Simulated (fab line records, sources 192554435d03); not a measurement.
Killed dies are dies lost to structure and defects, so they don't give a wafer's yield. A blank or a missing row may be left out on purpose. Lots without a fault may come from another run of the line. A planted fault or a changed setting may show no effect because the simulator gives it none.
Chamber matching | flow n5_finfet | N5_BEOL_M1_ILD_DEP_00 on pecvd-03: 3 sister chambers
The step deposits SiOC from DEMS/O2, target thk 79 nm, time 15.3 s. 6 wafers are shown with their chamber, then 9 later ones without.

WAFERS WITH THEIR CHAMBER
wafer  | chamber | heater_power_w (W) | throttle_valve_pct (%)
L085.1 | 1       | 582                | 12.4
L085.2 | 0       | 487                | 11.8
L085.3 | 2       | 407                | 11.3
L085.4 | 0       | 491                | 12.1
L085.5 | 2       | 413                | 11.1
L085.6 | 1       | 584                | 12.2

WAFERS WITHOUT THEIR CHAMBER
wafer  | heater_power_w (W) | throttle_valve_pct (%)
L088.3 | 400                | 11.0
L088.4 | 418                | 11.0
L088.5 | 411                | 11.7
L096.3 | 388                | 11.0
L096.5 | 570                | 11.7
L096.6 | 395                | 10.7
L097.1 | 370                | 11.1
L097.2 | 572                | 12.1
L097.5 | 579                | 12.1

WHICH CHAMBER EACH WENT THROUGH
wafer  | from the rows above | in truth
L088.3 | 2                   | 2
L088.4 | 2                   | 2
L088.5 | 2                   | 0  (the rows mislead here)
L096.3 | 2                   | 2
L096.5 | 1                   | 1
L096.6 | 2                   | 2
L097.1 | 2                   | 2
L097.2 | 1                   | 1
L097.5 | 1                   | 1
Placed correctly: 8 of 9. Can't be placed from these rows: 0. Placed wrongly: 1.
How it was worked out, from the rows above alone: a wafer's distance from a chamber is the root of the sum, over the readings, of the square of ((its reading less the chamber's mean) divided by the reading's scatter). The wafer belongs to the nearest chamber; if the next one is less than 2 further off, it can't be placed. A chamber's mean is the mean of its shown wafers. The scatter: the root of (the sum of the squares of (reading less its chamber's mean) over the shown wafers, divided by (wafers less chambers)).
